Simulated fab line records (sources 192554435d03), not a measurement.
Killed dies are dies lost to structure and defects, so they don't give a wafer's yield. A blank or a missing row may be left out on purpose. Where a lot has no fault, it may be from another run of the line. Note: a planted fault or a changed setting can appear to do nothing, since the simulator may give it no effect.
Chamber matching + flow n5Finfet + N5_BEOL_M3_DEP_57 on pecvd-04 has 3 sister chambers
The step deposits SiCN from 3MS/NH3, target thk 8 nm, time 14 s. 3 wafers are shown with their chamber, then 12 later ones without.

WAFERS, EACH WITH ITS CHAMBER
| wafer  | chamber | showerheadPlenumPTorr (Torr) |
|--------|---------|------------------------------|
| L086.5 | 2       | 3.644                        |
| L089.5 | 1       | 3.653                        |
| L089.6 | 0       | 3.684                        |

WAFERS WITH NO CHAMBER GIVEN
| wafer  | showerheadPlenumPTorr (Torr) |
|--------|------------------------------|
| L090.1 | 3.661                        |
| L090.3 | 3.682                        |
| L090.4 | 3.673                        |
| L092.1 | 3.690                        |
| L092.4 | 3.653                        |
| L092.6 | 3.650                        |
| L094.1 | 3.663                        |
| L094.5 | 3.659                        |
| L094.6 | 3.684                        |
| L097.2 | 3.661                        |
| L097.3 | 3.649                        |
| L097.5 | 3.655                        |

WHICH CHAMBER EACH ONE RAN IN
| wafer  | from the rows above          | in truth |
|--------|------------------------------|----------|
| L090.1 | can't be placed: 1 or 2      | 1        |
| L090.3 | 0                            | 0        |
| L090.4 | can't be placed: 0 or 1      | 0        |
| L092.1 | 0                            | 0        |
| L092.4 | can't be placed: 1 or 2      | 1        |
| L092.6 | can't be placed: 1 or 2      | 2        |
| L094.1 | can't be placed: 1 or 2 or 0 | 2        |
| L094.5 | can't be placed: 1 or 2      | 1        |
| L094.6 | 0                            | 0        |
| L097.2 | can't be placed: 1 or 2      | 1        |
| L097.3 | can't be placed: 1 or 2      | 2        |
| L097.5 | can't be placed: 1 or 2      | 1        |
Correctly placed: 3 of 12. Cannot be placed on the basis of these rows: 9; the candidates contain the true chamber in 9. 0 placed wrongly.
How it was worked out, from the rows above alone: a wafer's distance from a chamber is the root of the sum, over the readings, of the square of ((its reading less the chamber's mean) divided by the reading's scatter). The wafer belongs to the nearest chamber; if the next one is less than 2 further off, it can't be placed. A chamber's mean is the mean of its shown wafers. The scatter: with one shown wafer a chamber, the root of the mean of the squares of how far each hidden wafer lies from its nearest shown one.
